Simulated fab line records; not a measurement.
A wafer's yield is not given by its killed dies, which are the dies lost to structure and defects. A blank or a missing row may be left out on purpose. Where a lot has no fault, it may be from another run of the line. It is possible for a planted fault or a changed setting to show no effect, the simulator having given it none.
Chamber matching    flow nandHarc    pecvd-01 running NHARC_A_STAIRCASE_DEP_325: 3 sister chambers
The step deposits SiO2, target thk 3800 nm. 14 wafers are shown with their chamber, then 7 later ones without.

== WAFERS WITH THEIR CHAMBER ==
wafer   chamber  heaterPowerW (W)  susceptorTempC (C)
L076.2  1        669               399.99
L076.5  1        584               399.80
L076.6  0        720               399.89
L078.2  2        633               400.00
L078.3  0        808               400.18
L078.6  0        695               399.97
L080.1  2        713               400.00
L080.3  0        879               400.20
L080.5  2        577               399.90
L086.3  1        666               399.79
L086.5  0        698               400.17
L086.6  1        560               399.98
L087.1  1        614               399.88
L087.2  2        588               399.70

SIGNATURES (averages over the wafers above)
reading         chamber 0  chamber 1  chamber 2  scatter within a chamber
heaterPowerW    760.00     618.60     627.75     65.4
susceptorTempC  400.0820   399.8880   399.9000   0.127
Rule: a wafer's distance from a chamber is the root of the sum, over the readings, of the square of ((its reading less the chamber's mean) divided by the reading's scatter). The wafer belongs to the nearest chamber; if the next one is less than 2 further off, it can't be placed. The scatter: take each reading less its chamber's mean, square it, sum over the shown wafers, divide by the number of wafers less the number of chambers, and take the root.

== WAFERS WITH NO CHAMBER GIVEN ==
wafer   heaterPowerW (W)  susceptorTempC (C)
L087.6  591               400.07
L093.3  591               399.80
L093.4  571               399.96
L093.5  711               399.59
L096.1  654               400.33
L096.3  576               399.71
L096.4  579               399.97

== CHAMBER TAKEN BY EACH ==
wafer   from the rows above           in truth
L087.6  can't be placed: 2 or 1 or 0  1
L093.3  can't be placed: 1 or 2       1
L093.4  can't be placed: 1 or 2       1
L093.5  can't be placed: 1 or 2 or 0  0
L096.1  can't be placed: 0 or 2 or 1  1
L096.3  can't be placed: 1 or 2       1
L096.4  can't be placed: 1 or 2       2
0 of 7 placed correctly. Cannot be placed on the basis of these rows: 7; the candidates contain the true chamber in 7. 0 placed wrongly.
